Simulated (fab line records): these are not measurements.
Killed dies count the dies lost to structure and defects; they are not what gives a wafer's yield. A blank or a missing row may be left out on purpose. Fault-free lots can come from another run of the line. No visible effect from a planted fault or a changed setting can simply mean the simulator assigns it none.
What tool caused it? :: flow n5Finfet :: Sampling: 9 lots, 27 wafers, 5 of 1938 route steps

== WHAT EACH GAUGE READ, for each wafer ==
N5_FIN_SAQP_CD_MEAS_16: target cd 35.6 nm. Usual: cdNm reads 35.59 nm (standard deviation 0.25).
lot: L499
measured: day 2 09:48
on: cdSem-01
cdNm (nm): 35.38 35.06 35.67
flag: 

lot: L501
measured: day 2 22:43
on: cdSem-01
cdNm (nm): 35.69 35.42 35.36
flag: 

lot: L502
measured: day 3 03:41
on: cdSem-03
cdNm (nm): 35.92 35.82 35.76
flag: 

lot: L508
measured: day 4 17:14
on: cdSem-02
cdNm (nm): 35.09 35.41 35.43
flag: 

lot: L511
measured: day 5 10:20
on: cdSem-01
cdNm (nm): 35.47 35.24 35.69
flag: 

lot: L513
measured: day 5 21:32
on: cdSem-01
cdNm (nm): 35.99 35.74 35.92
flag: 

lot: L517
measured: day 6 22:54
on: cdSem-03
cdNm (nm): 35.48 35.36 35.98
flag: 

lot: L518
measured: day 7 05:17
on: cdSem-02
cdNm (nm): 35.46 35.21 35.41
flag: 

lot: L520
measured: day 7 16:22
on: cdSem-01
cdNm (nm): 35.50 35.77 35.49
flag: 

N5_BEOL_M4_RC_MEAS_101. Usual: DIBL_N 35.9 mV/V, standard deviation 1.4; DIBL_P 35.9 mV/V, standard deviation 1.7; IOFF_N 0.155 nA/um, standard deviation 0.023; IOFF_P 0.201 nA/um, standard deviation 0.029; ION_N 672 uA/um, standard deviation 8.8; ION_P 460 uA/um, standard deviation 7; SS_N 71.6 mV/dec, standard deviation 0.48; SS_P 73.1 mV/dec, standard deviation 0.64; VT_N 250.0 mV, standard deviation 3; VT_P -251.6 mV, standard deviation 3.
lot: L499
measured: day 8 14:56
on: prober-02
DIBL_N (mV/V): 35.3 35.4 36.0
DIBL_P (mV/V): 34.0 34.6 36.0
IOFF_N (nA/um): 0.146 0.144 0.163
IOFF_P (nA/um): 0.207 0.206 0.232
ION_N (uA/um): 672 670 688
ION_P (uA/um): 469 462 475
SS_N (mV/dec): 71.8 71.1 72.0
SS_P (mV/dec): 72.6 73.0 73.2
VT_N (mV): 252.7 250.4 248.6
VT_P (mV): -248.6 -247.5 -247.8
flag: 

lot: L501
measured: day 9 06:42
on: prober-01
DIBL_N (mV/V): 36.1 36.0 35.6
DIBL_P (mV/V): 36.3 36.4 36.0
IOFF_N (nA/um): 0.168 0.163 0.172
IOFF_P (nA/um): 0.217 0.207 0.213
ION_N (uA/um): 675 676 673
ION_P (uA/um): 460 458 457
SS_N (mV/dec): 72.0 71.1 71.3
SS_P (mV/dec): 73.0 73.4 73.2
VT_N (mV): 247.6 250.3 248.9
VT_P (mV): -250.3 -251.0 -250.2
flag: 

lot: L502
measured: day 8 23:53
on: prober-01
DIBL_N (mV/V): 32.8 35.5 35.6
DIBL_P (mV/V): 34.9 37.1 37.1
IOFF_N (nA/um): 0.126 0.165 0.161
IOFF_P (nA/um): 0.168 0.200 0.208
ION_N (uA/um): 663 671 668
ION_P (uA/um): 453 456 459
SS_N (mV/dec): 71.3 71.5 72.1
SS_P (mV/dec): 73.3 73.6 73.6
VT_N (mV): 254.2 250.1 251.3
VT_P (mV): -257.0 -254.1 -250.2
flag: 

lot: L508
measured: day 11 08:32
on: prober-01
DIBL_N (mV/V): 33.6 34.7 33.2
DIBL_P (mV/V): 36.2 37.1 35.7
IOFF_N (nA/um): 0.151 0.157 0.140
IOFF_P (nA/um): 0.208 0.220 0.197
ION_N (uA/um): 674 673 665
ION_P (uA/um): 467 465 463
SS_N (mV/dec): 71.8 71.6 71.6
SS_P (mV/dec): 72.9 74.4 73.1
VT_N (mV): 248.0 249.8 250.3
VT_P (mV): -249.2 -249.0 -251.5
flag: 

lot: L511
measured: day 11 12:03
on: prober-01
DIBL_N (mV/V): 36.9 37.7 36.5
DIBL_P (mV/V): 36.8 37.6 35.2
IOFF_N (nA/um): 0.183 0.198 0.170
IOFF_P (nA/um): 0.244 0.260 0.227
ION_N (uA/um): 684 671 670
ION_P (uA/um): 467 463 461
SS_N (mV/dec): 72.1 72.6 72.4
SS_P (mV/dec): 74.0 73.6 73.7
VT_N (mV): 246.3 244.0 248.2
VT_P (mV): -249.6 -246.0 -249.3
flag: 

lot: L513
measured: day 12 05:29
on: prober-01
DIBL_N (mV/V): 38.6 39.0 37.4
DIBL_P (mV/V): 36.4 37.3 35.3
IOFF_N (nA/um): 0.165 0.177 0.144
IOFF_P (nA/um): 0.210 0.217 0.196
ION_N (uA/um): 677 675 675
ION_P (uA/um): 464 457 458
SS_N (mV/dec): 71.7 71.8 71.4
SS_P (mV/dec): 73.7 74.6 73.4
VT_N (mV): 249.1 250.3 247.9
VT_P (mV): -251.6 -251.7 -251.1
flag: 

lot: L517
measured: day 12 22:28
on: prober-02
DIBL_N (mV/V): 39.1 38.5 37.6
DIBL_P (mV/V): 39.8 39.4 38.0
IOFF_N (nA/um): 0.211 0.195 0.187
IOFF_P (nA/um): 0.260 0.250 0.231
ION_N (uA/um): 682 685 686
ION_P (uA/um): 462 464 469
SS_N (mV/dec): 72.3 72.4 71.8
SS_P (mV/dec): 74.4 73.7 73.0
VT_N (mV): 243.3 248.6 243.6
VT_P (mV): -250.6 -249.5 -249.3
flag: 

lot: L518
measured: day 13 16:23
on: prober-01
DIBL_N (mV/V): 35.4 36.3 37.0
DIBL_P (mV/V): 36.7 38.7 39.4
IOFF_N (nA/um): 0.188 0.205 0.231
IOFF_P (nA/um): 0.220 0.250 0.267
ION_N (uA/um): 688 680 676
ION_P (uA/um): 469 465 462
SS_N (mV/dec): 71.3 71.7 72.3
SS_P (mV/dec): 73.3 73.7 74.4
VT_N (mV): 243.8 244.3 243.5
VT_P (mV): -248.9 -249.2 -249.4
flag: 

lot: L520
measured: day 13 23:38
on: prober-02
DIBL_N (mV/V): 35.6 34.9 33.5
DIBL_P (mV/V): 34.0 34.2 32.8
IOFF_N (nA/um): 0.141 0.131 0.113
IOFF_P (nA/um): 0.186 0.198 0.168
ION_N (uA/um): 649 668 654
ION_P (uA/um): 448 462 454
SS_N (mV/dec): 71.7 71.1 71.0
SS_P (mV/dec): 72.6 73.4 72.6
VT_N (mV): 255.4 250.9 256.9
VT_P (mV): -253.7 -251.9 -252.6
flag: 

== WHAT TOOL EACH LOT RAN ON (gives the tool, then ch and the chambers of the sampled wafers, and finally the start) ==
lot: L499
N5_FIN_SAQP_ETCH_51: rieDiel-06 ch 1,2,3, day 2 10:11
N5_FIN_SAQP_ETCH_69: rieDiel-05 ch 0,2,3, day 2 13:04
N5_FIN_SAQP_FIN_ETCH_36: rieSi-01 ch 0,2,3, day 2 14:16

lot: L501
N5_FIN_SAQP_ETCH_51: rieDiel-06 ch 0,2,3, day 2 22:50
N5_FIN_SAQP_ETCH_69: rieDiel-02 ch 0,1,3, day 3 01:50
N5_FIN_SAQP_FIN_ETCH_36: rieSi-04 ch 1,2,3, day 3 02:59

lot: L502
N5_FIN_SAQP_ETCH_51: rieDiel-06 ch 0,2, day 3 03:49
N5_FIN_SAQP_ETCH_69: rieDiel-02 ch 0,2,3, day 3 06:40
N5_FIN_SAQP_FIN_ETCH_36: rieSi-03 ch 0,2,3, day 3 07:58

lot: L508
N5_FIN_SAQP_ETCH_51: rieDiel-06 ch 0,1,3, day 4 17:29
N5_FIN_SAQP_ETCH_69: rieDiel-02 ch 1,2, day 4 20:22
N5_FIN_SAQP_FIN_ETCH_36: rieSi-04 ch 0,1,3, day 4 23:50

lot: L511
N5_FIN_SAQP_ETCH_51: rieDiel-06 ch 0,2,3, day 5 10:29
N5_FIN_SAQP_ETCH_69: rieDiel-02 ch 0,1,3, day 5 13:13
N5_FIN_SAQP_FIN_ETCH_36: rieSi-03 ch 0,1, day 5 14:23

lot: L513
N5_FIN_SAQP_ETCH_51: rieDiel-02 ch 1,2, day 5 21:40
N5_FIN_SAQP_ETCH_69: rieDiel-06 ch 0,1,3, day 6 00:27
N5_FIN_SAQP_FIN_ETCH_36: rieSi-01 ch 1,2, day 6 01:37

lot: L517
N5_FIN_SAQP_ETCH_51: rieDiel-05 ch 0,2,3, day 6 23:02
N5_FIN_SAQP_ETCH_69: rieDiel-02 ch 0,2,3, day 7 01:47
N5_FIN_SAQP_FIN_ETCH_36: rieSi-04 ch 1,2,3, day 7 03:01

lot: L518
N5_FIN_SAQP_ETCH_51: rieDiel-05 ch 0,2,3, day 7 05:28
N5_FIN_SAQP_ETCH_69: rieDiel-06 ch 0,1,3, day 7 08:40
N5_FIN_SAQP_FIN_ETCH_36: rieSi-04 ch 1,2,3, day 7 09:56

lot: L520
N5_FIN_SAQP_ETCH_51: rieDiel-05 ch 1,2,3, day 7 17:02
N5_FIN_SAQP_ETCH_69: rieDiel-06 ch 0,1,2, day 7 20:00
N5_FIN_SAQP_FIN_ETCH_36: rieSi-01 ch 1,2,3, day 7 21:20
- N5_FIN_SAQP_ETCH_51: etches SiARC in CF4, target depth 45.5 nm, time 75.8 s.
- N5_FIN_SAQP_ETCH_69: etches SOC in N2/H2, stops on SiNx, target depth 150 nm.
- N5_FIN_SAQP_FIN_ETCH_36: etches the open film in HBr/Cl2/O2, target depth 120 nm, time 50.4 s.

== WHAT THE TOOLS THEMSELVES READ (means of the sampled wafers that have a number; where no wafer has one, the mark that the record gives instead) ==
N5_FIN_SAQP_ETCH_51. Usual: biasW 36.00 W (standard deviation 0.11); drypumpMotorCurrentA 5.7 A (standard deviation 0.48); etchRfOnTimeS 76.3 s (standard deviation 1.2); oesProductAu 0.66 a.u. (standard deviation 0.078); rfVppV 184.1 V (standard deviation 1.3); showerheadPlenumPTorr 2.15 Torr (standard deviation 0.08); throttleValvePct 15.65 % (standard deviation 0.26).
lot: L499
tool: rieDiel-06
biasW (W): 36.03
drypumpMotorCurrentA (A): 5.6
etchRfOnTimeS (s): 75.6
oesProductAu (a.u.): 0.61
rfVppV (V): 182.8
showerheadPlenumPTorr (Torr): 2.05
throttleValvePct (%): 15.92
flag: 

lot: L501
tool: rieDiel-06
biasW (W): 36.08
drypumpMotorCurrentA (A): 5.5
etchRfOnTimeS (s): 76.2
oesProductAu (a.u.): 0.61
rfVppV (V): 182.2
showerheadPlenumPTorr (Torr): 2.07
throttleValvePct (%): 15.85
flag: 

lot: L502
tool: rieDiel-06
biasW (W): 35.91
drypumpMotorCurrentA (A): 5.6
etchRfOnTimeS (s): 76.3
oesProductAu (a.u.): 0.62
rfVppV (V): 184.3
showerheadPlenumPTorr (Torr): 2.10
throttleValvePct (%): 15.88
flag: 

lot: L508
tool: rieDiel-06
biasW (W): 36.09
drypumpMotorCurrentA (A): 5.8
etchRfOnTimeS (s): 76.2
oesProductAu (a.u.): 0.67
rfVppV (V): 184.7
showerheadPlenumPTorr (Torr): 2.15
throttleValvePct (%): 15.80
flag: 

lot: L511
tool: rieDiel-06
biasW (W): 35.98
drypumpMotorCurrentA (A): 5.6
etchRfOnTimeS (s): 75.6
oesProductAu (a.u.): 0.67
rfVppV (V): 183.8
showerheadPlenumPTorr (Torr): 2.15
throttleValvePct (%): 15.74
flag: 

lot: L513
tool: rieDiel-02
biasW (W): 36.10
drypumpMotorCurrentA (A): 6.1
etchRfOnTimeS (s): 76.1
oesProductAu (a.u.): 0.67
rfVppV (V): 185.3
showerheadPlenumPTorr (Torr): 2.23
throttleValvePct (%): 15.46
flag: 

lot: L517
tool: rieDiel-05
biasW (W): 36.00
drypumpMotorCurrentA (A): 5.4
etchRfOnTimeS (s): 75.9
oesProductAu (a.u.): 0.74
rfVppV (V): 184.7
showerheadPlenumPTorr (Torr): 2.20
throttleValvePct (%): 15.41
flag: 

lot: L518
tool: rieDiel-05
biasW (W): 36.08
drypumpMotorCurrentA (A): 5.4
etchRfOnTimeS (s): 75.5
oesProductAu (a.u.): 0.74
rfVppV (V): 184.6
showerheadPlenumPTorr (Torr): 2.20
throttleValvePct (%): 15.41
flag: 

lot: L520
tool: rieDiel-05
biasW (W): 35.99
drypumpMotorCurrentA (A): 5.2
etchRfOnTimeS (s): 77.4
oesProductAu (a.u.): 0.70
rfVppV (V): 185.5
showerheadPlenumPTorr (Torr): 2.22
throttleValvePct (%): 15.64
flag: 

N5_FIN_SAQP_ETCH_69. Usual: biasW 61.01 W, standard deviation 0.18; drypumpMotorCurrentA 5.7 A, standard deviation 0.48; oesProductAu 0.75 a.u., standard deviation 0.083; rfVppV 240.6 V, standard deviation 1.6; showerheadPlenumPTorr 2.54 Torr, standard deviation 0.1; throttleValvePct 17.94 %, standard deviation 0.3.
lot: L499
tool: rieDiel-05
biasW (W): 61.06
drypumpMotorCurrentA (A): 5.4
oesProductAu (a.u.): 0.70
rfVppV (V): 240.6
showerheadPlenumPTorr (Torr): 2.52
throttleValvePct (%): 17.89
flag: 

lot: L501
tool: rieDiel-02
biasW (W): 60.94
drypumpMotorCurrentA (A): 6.3
oesProductAu (a.u.): 0.78
rfVppV (V): 240.8
showerheadPlenumPTorr (Torr): 2.59
throttleValvePct (%): 17.62
flag: 

lot: L502
tool: rieDiel-02
biasW (W): 60.86
drypumpMotorCurrentA (A): 6.0
oesProductAu (a.u.): 0.74
rfVppV (V): 240.4
showerheadPlenumPTorr (Torr): 2.58
throttleValvePct (%): 17.71
flag: 

lot: L508
tool: rieDiel-02
biasW (W): 60.97
drypumpMotorCurrentA (A): 6.1
oesProductAu (a.u.): 0.78
rfVppV (V): 242.8
showerheadPlenumPTorr (Torr): 2.66
throttleValvePct (%): 17.69
flag: 

lot: L511
tool: rieDiel-02
biasW (W): 60.91
drypumpMotorCurrentA (A): 6.3
oesProductAu (a.u.): 0.75
rfVppV (V): 240.7
showerheadPlenumPTorr (Torr): 2.58
throttleValvePct (%): 17.65
flag: 

lot: L513
tool: rieDiel-06
biasW (W): 61.10
drypumpMotorCurrentA (A): 5.8
oesProductAu (a.u.): 0.76
rfVppV (V): 240.6
showerheadPlenumPTorr (Torr): 2.55
throttleValvePct (%): 18.12
flag: 

lot: L517
tool: rieDiel-02
biasW (W): 61.18
drypumpMotorCurrentA (A): 6.0
oesProductAu (a.u.): 0.72
rfVppV (V): 241.3
showerheadPlenumPTorr (Torr): 2.57
throttleValvePct (%): 17.74
flag: 

lot: L518
tool: rieDiel-06
biasW (W): 60.92
drypumpMotorCurrentA (A): 5.8
oesProductAu (a.u.): 0.75
rfVppV (V): 241.3
showerheadPlenumPTorr (Torr): 2.54
throttleValvePct (%): 18.14
flag: 

lot: L520
tool: rieDiel-06
biasW (W): 61.12
drypumpMotorCurrentA (A): 5.6
oesProductAu (a.u.): 0.69
rfVppV (V): 239.5
showerheadPlenumPTorr (Torr): 2.45
throttleValvePct (%): 18.31
flag: 

N5_FIN_SAQP_FIN_ETCH_36. Usual: biasW 102.01 W, standard deviation 0.28; drypumpMotorCurrentA 5.7 A, standard deviation 0.5; oes_o_777_au 1.016 a.u., standard deviation 0.027; oesProductAu 1.009 a.u., standard deviation 0.017; throttleValvePct 36.00 %, standard deviation 0.25.
lot: L499
tool: rieSi-01
biasW (W): 101.93
drypumpMotorCurrentA (A): 5.4
oes_o_777_au (a.u.): 1.031
oesProductAu (a.u.): 1.017
throttleValvePct (%): 36.00
flag: 

lot: L501
tool: rieSi-04
biasW (W): 101.97
drypumpMotorCurrentA (A): 6.0
oes_o_777_au (a.u.): 1.007
oesProductAu (a.u.): 1.012
throttleValvePct (%): 35.87
flag: 

lot: L502
tool: rieSi-03
biasW (W): 102.37
drypumpMotorCurrentA (A): 5.7
oes_o_777_au (a.u.): 1.015
oesProductAu (a.u.): 0.989
throttleValvePct (%): 35.88
flag: 

lot: L508
tool: rieSi-04
biasW (W): 101.94
drypumpMotorCurrentA (A): 5.6
oes_o_777_au (a.u.): 1.012
oesProductAu (a.u.): 1.021
throttleValvePct (%): 35.98
flag: 

lot: L511
tool: rieSi-03
biasW (W): 101.94
drypumpMotorCurrentA (A): 5.6
oes_o_777_au (a.u.): 0.987
oesProductAu (a.u.): 1.005
throttleValvePct (%): 35.80
flag: 

lot: L513
tool: rieSi-01
biasW (W): 101.87
drypumpMotorCurrentA (A): 5.5
oes_o_777_au (a.u.): 0.997
oesProductAu (a.u.): 0.988
throttleValvePct (%): 36.27
flag: 

lot: L517
tool: rieSi-04
biasW (W): 93.83
drypumpMotorCurrentA (A): 6.0
oes_o_777_au (a.u.): 1.011
oesProductAu (a.u.): 0.999
throttleValvePct (%): 35.89
flag: OFF

lot: L518
tool: rieSi-04
biasW (W): 93.89
drypumpMotorCurrentA (A): 6.0
oes_o_777_au (a.u.): 1.010
oesProductAu (a.u.): 0.993
throttleValvePct (%): 35.88
flag: OFF

lot: L520
tool: rieSi-01
biasW (W): 102.12
drypumpMotorCurrentA (A): 5.4
oes_o_777_au (a.u.): 1.014
oesProductAu (a.u.): 1.001
throttleValvePct (%): 36.12
flag: 

== THE ANSWER, worked out from the rows above alone ==
Rule: lot off if the mean of its wafers having a number is beyond 3 standard deviations from the usual mean. A lot without any number at a reading at which 4 lots or more have one is off too. Where the step has rows for the other lots, those lots are counted as sound. The gauges are gone through in route order, then the tools' own readings, and for those a lot's mean is taken as printed above. At the first step where some lot is off, the reading lying furthest off is the one used; lots without a number count as furthest.
Off at N5_FIN_SAQP_FIN_ETCH_36 (biasW): L517, L518.
If a tool, at that step or one of the process steps before it, ran each lot that is off and ran no sound lot following the first of them, it fits. One fits: rieSi-04 at N5_FIN_SAQP_FIN_ETCH_36. A fault onset in the window from L508 (day 4 23:50, its last sound lot) to L517 (day 7 03:01, its first lot off) fits.
On the lots that are off, the tool's own readings at N5_FIN_SAQP_FIN_ETCH_36 differ by more than 5 times the standard deviation of the sound lots' means, which bears it out; biasW reads 93.86 W there versus 102.02 W on the sound lots.

== WHAT HAD BEEN PUT IN BY THE SIMULATOR ==
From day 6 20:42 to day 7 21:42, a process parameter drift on rieSi-04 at N5_FIN_SAQP_FIN_ETCH_36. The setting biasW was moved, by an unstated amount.
Lots struck among those shown: L517, L518. This agrees with what the rule above found.
